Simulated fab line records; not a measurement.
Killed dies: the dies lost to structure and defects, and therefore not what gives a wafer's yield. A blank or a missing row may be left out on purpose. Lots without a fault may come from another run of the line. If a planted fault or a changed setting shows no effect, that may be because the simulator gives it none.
8D (eight disciplines) problem report, filled in by code ; flow nand harc ; the parts of the form that need people (team, actions taken, sign-off) are left out

== 1. WHAT WENT WRONG ==
At NHARC_A_ONON_D2_THK_MEAS_18, thk nm averages 759 nm over 3 wafers from 2 lots, while fault-free wafers read 1001 nm, standard deviation 12. That is -20 standard deviations from the usual mean.
The step: measures by ellipsometry.
Earliest sighting: wafer L742.6 on film metro-02 at day 17 20:11. Wafers with a number at this step in the record: 42, from 14 lots. By rule, "out" or "out of limits" means more than 4 standard deviations away from the usual mean. All remaining wafers that have a number are taken as sound.

== 2. WHAT IT IS, AND WHAT IT ISN'T ==
question;is;is not
which readings at this step;thk nm;-
which lots;L742, L744;L732, L733, L734, L735, L736, L738, L743, L749, L751, L752, L753, L754
which wafers of those lots;L742.6, L744.2, L744.6;L742.4, L742.5, L744.3
read on which gauges;film metro-01, film metro-02;-
when;from day 17 20:11;"up to then (20 sound wafers); but 19 sound wafers of L743, L744, L749, L751, L752, L753, L754 came after"

== 3. THE SUSPECTS, EACH WITH WHAT RULES IT OUT ==
Counting: a tool at a process step up to the reading stays a suspect if it ran every lot that is out. Sound lots after the first of them don't rule it out here, since some wafers of a struck lot are sound.
- ruled out: the gauge at NHARC_A_ONON_D2_THK_MEAS_18. 2 gauges (film metro-01, film metro-02) read the wafers that are out.
- pecvd onon-01 at NHARC_A_ONON_D2_DEP_16 (target thk 1000 nm): kept. Every lot that is out went through it, the first being L742 (day 17 19:50); the last sound lot it ran before that was L738 (day 15 16:50).
Left after counting: pecvd onon-01 at NHARC_A_ONON_D2_DEP_16.

== 4. THE CAUSE (what the simulator had put in) ==
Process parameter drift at NHARC_A_ONON_D2_DEP_16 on pecvd onon-01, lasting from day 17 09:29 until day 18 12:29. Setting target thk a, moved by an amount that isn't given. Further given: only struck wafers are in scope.
After counting, this tool was the only one left.

== 5. THE EFFECT CHAIN, in route order ==
Each row: a reading where the mean over the struck wafers with a number is more than 3 standard deviations away from the usual. Scope: only readings with a usual standard deviation given in the record; hours: median across lots of the time from each lot's start at the first step in this table that gives one to its start at this step; sigmas: change in usual standard deviations.
hours;step;reading;usual;on struck wafers;change;sigmas
0;NHARC_A_ONON_D2_THK_MEAS_18;thk nm;1001 nm;759;-242;-20
280;NHARC_END_SORT_01;killed at array;56;670;+614;+32
280;NHARC_END_SORT_01;killed dies;61;677;+616;+32

== 6. HOW IT WOULD HAVE BEEN CAUGHT EARLIER ==
The first out-of-limits reading at a measuring or inspecting step in this record came at day 17 20:11, 11 hours after the fault's start at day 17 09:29.
L744, from the lots that are out (2), started NHARC_A_ONON_D2_DEP_16 on pecvd onon-01 later than day 17 20:11. A tool hold placed at that time would have kept it from harm.
